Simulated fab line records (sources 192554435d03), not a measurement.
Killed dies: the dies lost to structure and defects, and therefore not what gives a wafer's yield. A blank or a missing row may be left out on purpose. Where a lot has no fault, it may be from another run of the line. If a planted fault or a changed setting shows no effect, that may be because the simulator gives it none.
Matching of chambers	flow n5_finfet	4 sister chambers for N5_FIN_CUT_ETCH_30 on rie_diel-03
The step etches underlayer in N2/H2, target depth 13 nm, time 10.4 s. 8 wafers are shown with their chamber, then 8 later ones without.

== WAFERS WITH THEIR CHAMBER ==
wafer	chamber	drypump_motor_current_A (A)	showerhead_plenum_p_Torr (Torr)
L079.4	0	5.36	2.55
L081.1	2	5.52	2.41
L083.3	1	6.22	2.44
L083.4	2	5.54	2.40
L084.1	0	5.37	2.54
L084.2	3	5.23	2.55
L084.4	1	6.23	2.44
L087.4	3	5.25	2.55

== WAFERS WITHOUT THEIR CHAMBER ==
wafer	drypump_motor_current_A (A)	showerhead_plenum_p_Torr (Torr)
L087.5	6.23	2.44
L087.6	5.40	2.54
L090.4	5.55	2.40
L090.5	6.24	2.43
L090.6	5.38	2.54
L092.1	5.25	2.54
L092.2	5.40	2.53
L092.4	5.40	2.53

== WHICH CHAMBER EACH WENT THROUGH ==
wafer	from the rows above	in truth
L087.5	1	1
L087.6	0	0
L090.4	2	2
L090.5	1	1
L090.6	0	0
L092.1	3	3
L092.2	0	0
L092.4	0	0
8 of 8 placed correctly. Not placeable from these rows: 0. Placed wrongly: 0.
How it was worked out, from the rows above alone: a wafer's distance from a chamber is the root of the sum, over the readings, of the square of ((its reading less the chamber's mean) divided by the reading's scatter). The wafer belongs to the nearest chamber; if the next one is less than 2 further off, it can't be placed. A chamber's mean is the mean of its shown wafers. The scatter is the square root of a quotient: the sum, over the shown wafers, of each reading's squared deviation from its chamber's mean, divided by wafers minus chambers.
